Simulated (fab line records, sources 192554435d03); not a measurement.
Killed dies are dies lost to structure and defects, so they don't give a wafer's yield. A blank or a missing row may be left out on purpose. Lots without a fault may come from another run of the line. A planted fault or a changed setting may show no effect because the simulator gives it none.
A struck lot beside a sound one | flow n5_finfet | 38 steps out of a route of 1938
Sound: wafers L877.3, L877.5, L877.6. Struck: wafer L895.3. (L895.2, L895.5 of the same lot were not struck and are left out.) The cause comes at the end.
At each step with rows: each side's tool, then ch and its chambers, then its first start. Under that, the readings that differ: sound wafers | struck wafers | difference of the means | sigmas: that difference in standard deviations of wafers without a fault.
alike: readings whose means differ by less than 2 such deviations, and words and numbers that are the same on both sides. not compared: withheld readings, readings that some wafer has no value for, bounds like >300 that may hide the same value, and numbers for which the record gives no deviation and whose values overlap.
The two part at a step that has a row with sigmas, a row that says differs or no value, or rows on one side only. Numbers that don't overlap but have no deviation are shown without sigmas and don't part them. A reading that every wafer of one side lacks parts them only if that side has two wafers or more.

first, 9 steps without rows for these wafers: N5_BEOL_M4_ANNEAL_95 (time 240 s); N5_BEOL_M4_SPUTTER_96 (material Cu, target thk 4.5 nm, time 8.29 s); N5_BEOL_M4_ECD_50 (material Cu, target thk 300 nm); N5_BEOL_M4_ANNEAL_51 (time 90 s); N5_BEOL_M4_CMP_52 (polishes, stops on SiOC, t overpolish 6.8 s, target thk 40 nm); N5_BEOL_M4_PRE_CLEAN_60 (time 15 s); N5_BEOL_M4_CO_CAP_55 (material Co, precursor CCTBA/H2, target thk 2 nm, time 102.1 s); N5_BEOL_M4_PRE_CLEAN_56 (time 15 s); N5_BEOL_M4_DEP_57 (deposits SiCN from 3MS/NH3, target thk 8 nm, time 14 s).
N5_BEOL_M4_RC_MEAS_101:
  sound on prober-01 ch 0, day 7 22:56; struck on prober-02 ch 0, day 12 08:55
  alike: DIBL_N, DIBL_P, IOFF_N, IOFF_P, ION_N, ION_P, SS_N, SS_P, VT_N, VT_P
then, 24 steps without rows for these wafers: N5_BEOL_M5_ILD_DEP_00 (deposits SiCOH lowk from DEMS/porogen, target thk 140.64 nm, time 25.9 s); N5_BEOL_M5_CURE_79 (cures SiCOH lowk, time 240 s); N5_BEOL_M5_PECVD_70 (deposits SiO2 from TEOS/O2, target thk 16 nm, time 18 s); N5_BEOL_M5_HM_DEP_02 (deposits TiN, target thk 20 nm); N5_BEOL_M5_COAT_59 (time 60 s, resist thk 60 nm); N5_BEOL_M5_COAT_60 (time 60 s, resist thk 12 nm); N5_BEOL_M5_COAT_71 (time 60 s, resist thk 5 nm); N5_BEOL_M5_COAT_05 (resist thk 30 nm); N5_BEOL_M5_EBR_07; N5_BEOL_M5_SOFTBAKE_06 (time 60 s); N5_BEOL_M5_EXPOSE_08 (exposes mask M5, target cd 28 nm); N5_BEOL_M5_PEB_09 (peb time 60 s); N5_BEOL_M5_DEVELOP_10 (develop time 30 s); N5_BEOL_M5_DESCUM_16 (chemistry O2, time 7 s); N5_BEOL_M5_ETCH_72 (etches underlayer in N2/H2, target depth 6.5 nm, time 5.2 s); N5_BEOL_M5_ETCH_61 (etches SiARC in CF4, target depth 15.6 nm, time 26 s); N5_BEOL_M5_ETCH_62 (etches SOC in N2/H2, target depth 75 nm, overetch 15 nm, time 112.5 s); N5_BEOL_M5_STRIP_63 (strips in N2/H2); N5_BEOL_M5_STRIP_73 (strips in N2/H2); N5_BEOL_M5_STRIP_64 (strips in CF4); N5_BEOL_M5_HM_OPEN_17 (chemistry Cl2/BCl3, target TiN, target depth 20 nm, overetch 6 nm); N5_BEOL_M5_STRIP_19 (strips in O2); N5_BEOL_M5_COAT_65 (time 60 s, resist thk 60 nm); N5_BEOL_M5_COAT_66 (time 60 s, resist thk 12 nm).
-- the record jumps here: 3 days lie between the struck wafers' starts before and after (it left off in module BEOL_M5 and takes up again in module BEOL_M13, whose first step shown is number 1710 of the route) --
N5_BEOL_M13_CMP_49: polishes, stops on SiOC, t overpolish 17.1 s, target thk 420 nm.
  sound on cmp-01 ch 0,1,2, day 10 19:24; struck on cmp-03 ch 3, day 15 13:43
  reading                      | sound                | struck | difference | sigmas
  barrier_field_endpoint_s (s) | 30.3 28.9 30.9       | 61.6   | +31.6      | +29
  overpolish_run_s (s)         | 17.089 17.104 17.090 | 0.075  | -17.019    | -99 or more
  alike: clearing_platen_down_force_psi, motor_current_A
N5_BEOL_M13_THK_MEAS_50: measures by xrf.
  sound on film_metro-01, day 10 19:37; struck on film_metro-02, day 15 14:01
  reading      | sound       | struck | difference | sigmas
  M13_THK (nm) | 437 436 440 | 799    | +361       | +36
N5_BEOL_M13_INSPECT_55: inspects for defects (darkfield).
  sound on defect_inspect-01, day 10 19:47; struck on defect_inspect-02, day 15 14:10
  reading          | sound    | struck | difference | sigmas
  raw_defect_count | 74 95 38 | 3169   | +3100      | +99 or more
N5_PASSIVATION_PROBE_49:
  sound on prober-02, day 11 21:19; struck on prober-01, day 16 23:25
  reading                  | sound          | struck | difference | sigmas
  defect_limited_yield (%) | 91.2 93.8 91.9 | 0      | -92        | -62
  killed_at_M4_up          | 13 7 19        | 1056   | +1043      | +99 or more
  killed_at_contacts       | 11 8 12        | 21     | +11        | +2
  killed_dies              | 104 73 95      | 1180   | +1089      | +61
  killed_on_rim            | 11 5 9         | 152    | +144       | +33
  killed_open              | 67 44 68       | 106    | +46        | +4
  sort_bin_5_function (%)  | 4.7 2.9 4.3    | 6.6    | +2.6       | +3
  sort_n_pass              | 1076 1107 1085 | 0      | -1089      | -61
  sort_yield_pct (%)       | 91.2 93.8 91.9 | 0      | -92        | -62
  alike: killed_at_M0_to_M3, killed_at_front_end, killed_at_other, killed_short, sort_bin_6_memory

WHERE THEY PART
First at N5_BEOL_M13_CMP_49; last, within this record, at N5_PASSIVATION_PROBE_49.

WHY: what the simulator had put in
Process parameter drift: cmp-03, from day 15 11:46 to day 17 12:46, at N5_BEOL_M13_CMP_49. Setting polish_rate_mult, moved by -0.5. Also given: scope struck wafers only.
